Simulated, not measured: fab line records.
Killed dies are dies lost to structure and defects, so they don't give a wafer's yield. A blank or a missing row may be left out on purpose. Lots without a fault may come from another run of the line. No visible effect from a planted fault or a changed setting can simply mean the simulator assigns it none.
What tool caused it? ; flow nand_harc ; 6 lots with 18 wafers sampled at 3 steps, on a route of 1159 steps

## WHAT EACH GAUGE READ, for each wafer
NHARC_P_M1_INSPECT_11.
lot;measured;on;raw_defect_count
L767;day 6 13:35;defect_inspect-01;1 3 2
L774;day 8 03:53;defect_inspect-01;6 10 7
L779;day 9 10:25;defect_inspect-01;3 3 4
L782;day 10 03:37;defect_inspect-02;5 4 4
L784;day 10 19:36;defect_inspect-01;2 3 5
L788;day 11 05:01;defect_inspect-01;5 1 4

## EACH LOT AND THE TOOL THAT RAN IT (in order: tool; ch and the chambers of the sampled wafers; start)
lot;NHARC_P_M0_PVD_20;NHARC_P_M1_SOFTBAKE_04
L767;pvd_sputter-02, day 6 13:00 or earlier;litho_track-06 ch 0, day 6 13:00
L774;pvd_sputter-03, day 8 03:00 or earlier;litho_track-06 ch 0, day 8 03:00
L779;pvd_sputter-01, day 9 09:00 or earlier;litho_track-04 ch 0, day 9 09:00
L782;pvd_sputter-01, day 10 03:00 or earlier;litho_track-04 ch 0, day 10 03:00
L784;pvd_sputter-02, day 10 19:00 or earlier;litho_track-01 ch 0, day 10 19:00
L788;pvd_sputter-03, day 11 04:00 or earlier;litho_track-01 ch 0, day 11 04:00
- NHARC_P_M0_PVD_20: deposits TaN, target thk 5 nm, time 8.06 s.
- NHARC_P_M1_SOFTBAKE_04: time 55 s.

## THE ANSWER, worked out from the rows above alone
Rule: the lots themselves supply what counts as usual. The widest of any qualifying gaps counts: lots, ordered by their means at a reading, are off when they make up no more than a third of the lots, leave a main group of 4 or more, and stand apart from it by 3 or more times the standard deviation of that group's means. A main group whose means are all the same, to the digits that the tables above print for the reading, isn't used. Also off: a lot with no number at a reading for which 4 or more lots have one. All remaining lots with rows at the step are treated as sound.
Off, at NHARC_P_M1_INSPECT_11 on raw_defect_count: L774. Mean 3.3 and standard deviation 0.74 in the main group.
A tool fits if, at a process step before that reading, it ran every lot that is off, and no sound lot after the first of them. Gauges at NHARC_P_M1_INSPECT_11: tried the same way as those tools. NHARC_P_M0_PVD_20: start missing for some lots; hours and lot order therefore follow NHARC_P_M1_SOFTBAKE_04. One fits: NHARC_P_M1_SOFTBAKE_04 on litho_track-06. A fault onset in the window from L767 (day 6 13:00, its last sound lot) to L774 (day 8 03:00, its first lot off) fits.

## WHAT THE SIMULATOR PUT IN
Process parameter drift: litho_track-06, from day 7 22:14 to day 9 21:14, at NHARC_P_M1_SOFTBAKE_04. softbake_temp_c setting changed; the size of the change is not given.
Shown lots that were struck: L774. This agrees with what the rule above found.
